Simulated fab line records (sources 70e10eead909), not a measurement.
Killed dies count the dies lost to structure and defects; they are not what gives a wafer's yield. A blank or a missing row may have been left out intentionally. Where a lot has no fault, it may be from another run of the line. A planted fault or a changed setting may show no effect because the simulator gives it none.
Matching of chambers | flow nand-harc | NHARC_A_BONDPAD_ETCH_34 on rie-diel-06: 4 sister chambers
The step etches the open film in N2/H2, target depth 60 nm, overetch 18 nm, time 65.91 s. 8 wafers are shown with their chamber, then 9 later ones without.

== WAFERS, EACH WITH ITS CHAMBER ==
wafer  | chamber | drypump-motor-current-A (A) | rf-vpp-V (V)
L950.4 | 3       | 5.5                         | 426.4
L956.2 | 0       | 5.8                         | 430.1
L956.4 | 1       | 5.8                         | 434.6
L960.4 | 1       | 5.7                         | 433.5
L960.5 | 2       | 6.5                         | 428.5
L968.1 | 3       | 5.5                         | 427.1
L968.4 | 0       | 5.8                         | 428.8
L968.5 | 2       | 6.6                         | 426.2

== WAFERS WHOSE CHAMBER IS MISSING ==
wafer  | drypump-motor-current-A (A) | rf-vpp-V (V)
L971.2 | 6.6                         | 429.0
L971.5 | 5.7                         | 435.0
L971.6 | 5.8                         | 430.0
L969.1 | 5.5                         | 429.0
L969.2 | 5.8                         | 429.9
L969.4 | 6.6                         | 427.4
L970.2 | 5.8                         | 434.2
L970.4 | 5.5                         | 427.1
L970.6 | 5.5                         | 427.3

== WHICH CHAMBER EACH ONE RAN IN ==
wafer  | from the rows above | in truth
L971.2 | 2                   | 2
L971.5 | 1                   | 1
L971.6 | 0                   | 0
L969.1 | 3                   | 3
L969.2 | 0                   | 0
L969.4 | 2                   | 2
L970.2 | 1                   | 1
L970.4 | 3                   | 3
L970.6 | 3                   | 3
Correct placement for 9 of the 9. Left unplaced by these rows: 0. Number placed wrongly: 0.
How it was worked out, from the rows above alone: a wafer's distance from a chamber is the root of the sum, over the readings, of the square of ((its reading less the chamber's mean) divided by the reading's scatter). If the next closest chamber is less than 2 further off than the closest, the wafer can't be placed; otherwise it belongs to the closest. Each chamber's mean is taken over the wafers shown for it. The scatter: take each reading less its chamber's mean, square it, sum over the shown wafers, divide by the number of wafers less the number of chambers, and take the root.
